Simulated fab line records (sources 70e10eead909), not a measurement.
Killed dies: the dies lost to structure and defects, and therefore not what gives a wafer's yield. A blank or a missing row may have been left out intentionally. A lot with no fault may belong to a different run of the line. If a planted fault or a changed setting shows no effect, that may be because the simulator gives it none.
Which of the tools did it?    flow nand-harc    24 lots, 72 wafers sampled, at 6 steps of a route of 1302

== WHAT THE GAUGES SHOWED, per wafer ==
NHARC_P_M1_OVL_MEAS_10: pitch 260 nm.
lot   measured      on          overlay-x-nm (nm)  overlay-y-nm (nm)
L074  day 6 08:37   overlay-02  -1.1 -0.3 -1.0     0.0 0.2 0.3
L075  day 6 14:25   overlay-01  2.0 1.8 1.2        0.9 0.6 0.5
L076  day 6 23:05   overlay-01  -1.6 -1.3 -1.4     -0.2 0.6 0.5
L078  day 7 23:10   overlay-02  0.1 0.3 -0.5       0.4 0.4 -0.1
L077  day 7 23:55   overlay-01  -0.6 -0.1 -0.3     1.2 1.8 1.2
L079  day 8 14:31   overlay-02  0.1 -0.4 0.2       -1.2 -1.1 -1.5
L080  day 8 15:15   overlay-01  0.6 0.5 0.6        -0.7 -0.9 -0.7
L081  day 9 12:49   overlay-02  -1.6 -1.4 -1.1     0.6 0.3 0.2
L082  day 9 18:02   overlay-01  0.4 0.9 0.5        -0.4 0.0 -0.5
L083  day 10 08:28  overlay-01  0.2 0.0 0.3        0.7 1.1 0.5
L084  day 10 09:35  overlay-02  -1.5 -1.6 -1.2     0.8 0.6 0.8
L086  day 11 00:24  overlay-01  1.0 1.1 0.7        0.6 0.5 0.6
L085  day 11 01:19  overlay-01  0.2 -0.6 -0.2      0.6 0.3 0.2
L087  day 11 10:22  overlay-02  1.1 1.3 0.9        0.0 -0.5 -0.1
L088  day 12 11:17  overlay-02  0.4 0.6 0.3        -0.4 -0.2 -0.2
L089  day 12 16:11  overlay-01  -1.1 -1.4 -1.0     0.9 1.1 0.8
L090  day 12 18:49  overlay-02  0.2 0.3 0.6        0.1 -0.2 0.0
L091  day 13 14:21  overlay-02  -0.4 -0.5 -1.0     -0.7 -0.7 -0.8
L092  day 13 18:22  overlay-01  -0.6 -0.3 -0.3     0.3 0.1 -0.3
L093  day 14 00:57  overlay-02  -1.0 -1.3 -1.1     1.2 0.5 0.9
L094  day 14 21:46  overlay-02  -1.5 -1.4 -1.6     -0.5 -0.7 -0.4
L095  day 14 22:08  overlay-02  -0.3 0.0 0.0       0.6 0.8 0.9
L096  day 15 10:43  overlay-02  -0.3 -0.1 -0.4     -0.1 -0.7 -0.2
L097  day 15 16:13  overlay-02  -0.4 -0.3 -0.2     0.2 0.6 0.1

NHARC_P_BONDPAD_CD_MEAS_09 targets a cd of 500 nm.
lot   measured      on         cd-nm (nm)
L074  day 6 17:05   cd-sem-03  501.8 502.6 499.3
L075  day 6 23:47   cd-sem-03  497.6 498.2 503.5
L076  day 7 07:39   cd-sem-02  500.6 500.9 499.4
L078  day 8 08:17   cd-sem-03  495.7 502.4 500.4
L077  day 8 08:37   cd-sem-03  502.2 497.8 497.0
L079  day 8 23:48   cd-sem-03  502.0 499.5 495.1
L080  day 8 23:58   cd-sem-01  500.0 502.3 498.6
L081  day 9 21:44   cd-sem-02  502.7 499.0 503.8
L082  day 10 02:34  cd-sem-02  504.5 501.0 500.4
L083  day 10 17:08  cd-sem-02  497.8 496.0 500.7
L084  day 10 18:24  cd-sem-03  501.6 502.8 505.2
L086  day 11 09:16  cd-sem-03  503.5 503.9 503.2
L085  day 11 09:56  cd-sem-02  502.0 503.1 498.3
L087  day 11 19:07  cd-sem-02  498.3 501.9 503.3
L088  day 12 19:52  cd-sem-03  501.5 498.8 501.9
L089  day 13 00:43  cd-sem-03  497.3 500.2 498.4
L090  day 13 03:28  cd-sem-01  499.3 504.1 502.4
L091  day 13 23:12  cd-sem-02  501.4 499.9 504.4
L092  day 14 02:59  cd-sem-03  499.1 497.4 504.7
L093  day 14 09:38  cd-sem-02  504.3 504.2 500.2
L094  day 15 06:33  cd-sem-02  501.4 502.8 498.6
L095  day 15 07:04  cd-sem-02  502.3 502.6 499.1
L096  day 15 19:07  cd-sem-01  502.1 504.5 498.7
L097  day 16 00:46  cd-sem-02  498.8 503.7 500.2

NHARC_A_ONON_D2_THK_MEAS_02: measures by ellipsometry.
lot   measured      on             thk-nm (nm)
L074  day 12 17:59  film-metro-02  1000 1001 1001
L075  day 12 13:10  film-metro-01  1006 1007 1005
L076  day 13 03:53  film-metro-02  1011 1011 1011
L078  day 14 02:47  film-metro-01  1015 1015 1014
L077  day 14 02:55  film-metro-02  995 995 996
L079  day 14 08:40  film-metro-02  998 1000 999
L080  day 14 08:38  film-metro-01  1007 1007 1008
L081  day 15 10:25  film-metro-02  984 985 984
L082  day 15 23:07  film-metro-02  999 998 997
L083  day 16 11:55  film-metro-02  988 988 987
L084  day 16 19:29  film-metro-01  982 981 980
L086  day 17 00:38  film-metro-01  1015 1015 1020
L085  day 17 10:39  film-metro-02  1010 1012 1010
L087  day 17 18:41  film-metro-01  1006 1005 1005
L088  day 18 16:53  film-metro-01  997 995 993
L089  day 19 00:50  film-metro-02  1005 1005 1004
L090  day 19 00:49  film-metro-01  992 990 990
L091  day 19 17:10  film-metro-01  992 991 992
L092  day 19 14:36  film-metro-01  1000 1001 1001
L093  day 19 22:23  film-metro-01  1011 1010 1011
L094  day 21 03:55  film-metro-02  1009 1008 1012
L095  day 21 03:55  film-metro-01  1002 1001 1001
L096  day 21 16:54  film-metro-01  998 997 997
L097  day 21 16:53  film-metro-02  1004 1007 1005

== WHAT TOOL EACH LOT RAN ON (gives the tool, then ch and the chambers of the sampled wafers, and finally the start) ==
lot   NHARC_P_CONTACT_DESCUM_17           NHARC_P_M0_DEP_32                NHARC_P_M2_PRE_CLEAN_30
L074  rie-diel-13 ch 0,2,3, day 6 00:08   pecvd-03 ch 0,1, day 6 07:19     pvd-sputter-03, day 6 17:05 or earlier
L075  rie-diel-04 ch 0,1, day 6 06:04     pecvd-03 ch 0,1, day 6 13:07     pvd-sputter-01, day 6 23:47 or earlier
L076  rie-diel-04 ch 1,2,3, day 6 14:34   pecvd-04 ch 0,1, day 6 21:50     pvd-sputter-03, day 7 07:39 or earlier
L078  rie-diel-04 ch 1,2,3, day 7 14:58   pecvd-03 ch 1,2, day 7 21:55     pvd-sputter-02, day 8 08:17 or earlier
L077  rie-diel-13 ch 1,2, day 7 15:38     pecvd-01 ch 0,2, day 7 22:41     pvd-sputter-01, day 8 08:37 or earlier
L079  rie-diel-04 ch 0,3, day 8 06:05     pecvd-01 ch 0,1,2, day 8 13:23   pvd-sputter-02, day 8 23:48 or earlier
L080  rie-diel-13 ch 2,3, day 8 07:01     pecvd-04 ch 1,2, day 8 13:55     pvd-sputter-03, day 8 23:58 or earlier
L081  rie-diel-05 ch 1,2,3, day 9 04:58   pecvd-04 ch 0,1,2, day 9 11:46   pvd-sputter-01, day 9 21:44 or earlier
L082  rie-diel-13 ch 2,3, day 9 10:00     pecvd-01 ch 2, day 9 16:46       pvd-sputter-03, day 10 02:34 or earlier
L083  rie-diel-04 ch 0,2,3, day 10 00:21  pecvd-01 ch 0,1, day 10 07:08    pvd-sputter-02, day 10 17:08 or earlier
L084  rie-diel-05 ch 0,1, day 10 01:24    pecvd-01 ch 0,1,2, day 10 08:15  pvd-sputter-03, day 10 18:24 or earlier
L086  rie-diel-13 ch 2,3, day 10 15:48    pecvd-01 ch 1,2, day 10 23:07    pvd-sputter-03, day 11 09:16 or earlier
L085  rie-diel-04 ch 0,1,3, day 10 16:33  pecvd-01 ch 0,1, day 11 00:02    pvd-sputter-03, day 11 09:56 or earlier
L087  rie-diel-04 ch 0,1,3, day 11 02:22  pecvd-04 ch 0,1,2, day 11 09:02  pvd-sputter-03, day 11 19:07 or earlier
L088  rie-diel-05 ch 0,1,3, day 12 02:33  pecvd-01 ch 0,1, day 12 10:01    pvd-sputter-02, day 12 19:52 or earlier
L089  rie-diel-04 ch 0,1,2, day 12 06:58  pecvd-01 ch 0,1,2, day 12 14:49  pvd-sputter-01, day 13 00:43 or earlier
L090  rie-diel-05 ch 0,1,2, day 12 10:02  pecvd-03 ch 1,2, day 12 17:29    pvd-sputter-01, day 13 03:28 or earlier
L091  rie-diel-04 ch 1,2,3, day 13 06:05  pecvd-03 ch 0,2, day 13 13:01    pvd-sputter-03, day 13 23:12 or earlier
L092  rie-diel-13 ch 1,2,3, day 13 10:18  pecvd-04 ch 1,2, day 13 17:10    pvd-sputter-03, day 14 02:59 or earlier
L093  rie-diel-13 ch 0,1,3, day 13 16:54  pecvd-04 ch 0,1,2, day 13 23:40  pvd-sputter-02, day 14 09:38 or earlier
L094  rie-diel-13 ch 0,1, day 14 10:10    pecvd-01 ch 0,1,2, day 14 20:36  pvd-sputter-02, day 15 06:33 or earlier
L095  rie-diel-13 ch 0,1, day 14 12:44    pecvd-01 ch 0,1,2, day 14 20:56  pvd-sputter-03, day 15 07:04 or earlier
L096  rie-diel-05 ch 0,1,2, day 15 01:14  pecvd-04 ch 0,1,2, day 15 09:23  pvd-sputter-01, day 15 19:07 or earlier
L097  rie-diel-05 ch 0,1, day 15 08:11    pecvd-03 ch 0,1,2, day 15 15:05  pvd-sputter-02, day 16 00:46 or earlier
- NHARC_P_CONTACT_DESCUM_17: chemistry O2, time 3 s.
- NHARC_P_M0_DEP_32: deposits SiCN, target thk 30 nm.
- NHARC_P_M2_PRE_CLEAN_30: time 30 s.

== WHAT THE TOOLS THEMSELVES READ (means of the sampled wafers that have a number; where no wafer has one, the mark that the record gives instead) ==
NHARC_P_CONTACT_DESCUM_17.
lot   tool         drypump-motor-current-A (A)  oes-product-au (a.u.)  rf-vpp-V (V)  showerhead-plenum-p-Torr (Torr)  throttle-valve-pct (%)
L074  rie-diel-13  6.0                          1.003                  57.7          1.89                             11.309
L075  rie-diel-04  5.8                          1.013                  58.4          1.88                             11.313
L076  rie-diel-04  5.2                          1.019                  57.8          1.92                             11.303
L078  rie-diel-04  5.2                          1.010                  57.3          1.92                             11.303
L077  rie-diel-13  5.5                          0.993                  57.7          2.02                             11.310
L079  rie-diel-04  5.3                          1.016                  58.0          1.89                             11.312
L080  rie-diel-13  6.1                          0.995                  58.0          1.89                             11.312
L081  rie-diel-05  5.6                          1.012                  57.7          1.88                             11.314
L082  rie-diel-13  6.2                          0.993                  57.4          1.89                             11.319
L083  rie-diel-04  5.3                          1.010                  58.3          1.91                             11.316
L084  rie-diel-05  5.5                          1.009                  57.4          1.85                             11.309
L086  rie-diel-13  6.1                          1.006                  57.8          1.89                             11.311
L085  rie-diel-04  5.6                          1.011                  57.2          1.88                             11.316
L087  rie-diel-04  5.6                          1.015                  57.1          1.88                             11.310
L088  rie-diel-05  5.5                          1.022                  57.5          1.89                             11.310
L089  rie-diel-04  5.6                          1.003                  57.1          1.91                             11.320
L090  rie-diel-05  5.6                          1.007                  57.7          1.84                             11.309
L091  rie-diel-04  5.2                          1.007                  57.5          1.92                             11.318
L092  rie-diel-13  5.8                          1.002                  57.9          1.95                             11.304
L093  rie-diel-13  5.7                          1.014                  57.6          1.90                             11.310
L094  rie-diel-13  5.6                          1.022                  57.6          1.90                             11.313
L095  rie-diel-13  5.4                          1.008                  57.2          1.96                             11.308
L096  rie-diel-05  5.6                          1.005                  57.3          1.84                             11.313
L097  rie-diel-05  5.5                          1.004                  56.7          1.85                             11.307

NHARC_P_M0_DEP_32.
lot   tool      heater-power-w (W)
L074  pecvd-03  568
L075  pecvd-03  566
L076  pecvd-04  585
L078  pecvd-03  605
L077  pecvd-01  618
L079  pecvd-01  601
L080  pecvd-04  498
L081  pecvd-04  491
L082  pecvd-01  580
L083  pecvd-01  632
L084  pecvd-01  580
L086  pecvd-01  553
L085  pecvd-01  562
L087  pecvd-04  511
L088  pecvd-01  649
L089  pecvd-01  614
L090  pecvd-03  565
L091  pecvd-03  562
L092  pecvd-04  400
L093  pecvd-04  514
L094  pecvd-01  576
L095  pecvd-01  579
L096  pecvd-04  513
L097  pecvd-03  564

NHARC_P_M2_PRE_CLEAN_30.
lot   tool            heater-power-w (W)
L074  pvd-sputter-03  407
L075  pvd-sputter-01  418
L076  pvd-sputter-03  398
L078  pvd-sputter-02  381
L077  pvd-sputter-01  412
L079  pvd-sputter-02  369
L080  pvd-sputter-03  396
L081  pvd-sputter-01  405
L082  pvd-sputter-03  398
L083  pvd-sputter-02  383
L084  pvd-sputter-03  404
L086  pvd-sputter-03  394
L085  pvd-sputter-03  406
L087  pvd-sputter-03  404
L088  pvd-sputter-02  374
L089  pvd-sputter-01  398
L090  pvd-sputter-01  412
L091  pvd-sputter-03  420
L092  pvd-sputter-03  392
L093  pvd-sputter-02  374
L094  pvd-sputter-02  377
L095  pvd-sputter-03  398
L096  pvd-sputter-01  415
L097  pvd-sputter-02  396

== THE ANSWER, worked out from the rows above alone ==
Rule: what is usual is taken from the lots themselves. The widest of any qualifying gaps counts: lots, ordered by their means at a reading, are off when they make up no more than a third of the lots, leave a main group of 4 or more, and stand apart from it by 3 or more times the standard deviation of that group's means. The tables above print the reading to a certain number of digits; a main group whose means all agree to those digits is not used. Also off: a lot with no number at a reading for which 4 or more lots have one. All remaining lots with rows at the step are treated as sound. After the gauges, taken in route order, come the tools' own readings; for these a lot's mean is taken, as printed above. The first step at which some lot is off is used, and at that step the reading that is off furthest; a lot without a number counts as furthest.
Across all readings shown, no lot is off: no conclusion can be drawn from this.

== WHAT THE SIMULATOR HAD PUT IN ==
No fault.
